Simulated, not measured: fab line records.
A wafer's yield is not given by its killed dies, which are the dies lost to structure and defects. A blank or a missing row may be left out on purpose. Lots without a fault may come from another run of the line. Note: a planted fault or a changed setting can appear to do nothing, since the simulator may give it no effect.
Matching of chambers -- flow nandHarc -- NHARC_P_M0_DEP_32 on pecvd-03: 3 sister chambers
The step deposits SiCN, target thk 30 nm. 6 wafers are shown with their chamber, then 10 later ones without.

== WAFERS WITH THEIR CHAMBER ==
wafer,chamber,heaterPowerW (W)
L086.3,1,652
L089.2,2,536
L089.3,0,649
L089.5,2,547
L091.1,0,598
L091.3,1,648

== WAFERS MISSING THEIR CHAMBER ==
wafer,heaterPowerW (W)
L091.4,648
L090.1,557
L090.4,615
L090.5,560
L095.3,613
L095.5,651
L095.6,636
L096.1,506
L096.5,683
L096.6,499

== WHICH CHAMBER EACH WENT THROUGH ==
wafer,from the rows above,in truth
L091.4,can't be placed: 1 or 0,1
L090.1,2,2
L090.4,can't be placed: 0 or 1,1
L090.5,2,2
L095.3,can't be placed: 0 or 1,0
L095.5,can't be placed: 1 or 0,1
L095.6,can't be placed: 0 or 1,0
L096.1,2,2
L096.5,can't be placed: 1 or 0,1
L096.6,2,2
Correct placement for 4 of the 10. Can't be placed from these rows: 6 (the true chamber is among the candidates in 6). Placed wrongly: 0.
How it was worked out, from the rows above alone: a wafer's distance from a chamber is the root of the sum, over the readings, of the square of ((its reading less the chamber's mean) divided by the reading's scatter). If the next closest chamber is less than 2 further off than the closest, the wafer can't be placed; otherwise it belongs to the closest. The mean given for a chamber averages the wafers shown for that chamber. The scatter is the square root of a quotient: the sum, over the shown wafers, of each reading's squared deviation from its chamber's mean, divided by wafers minus chambers.
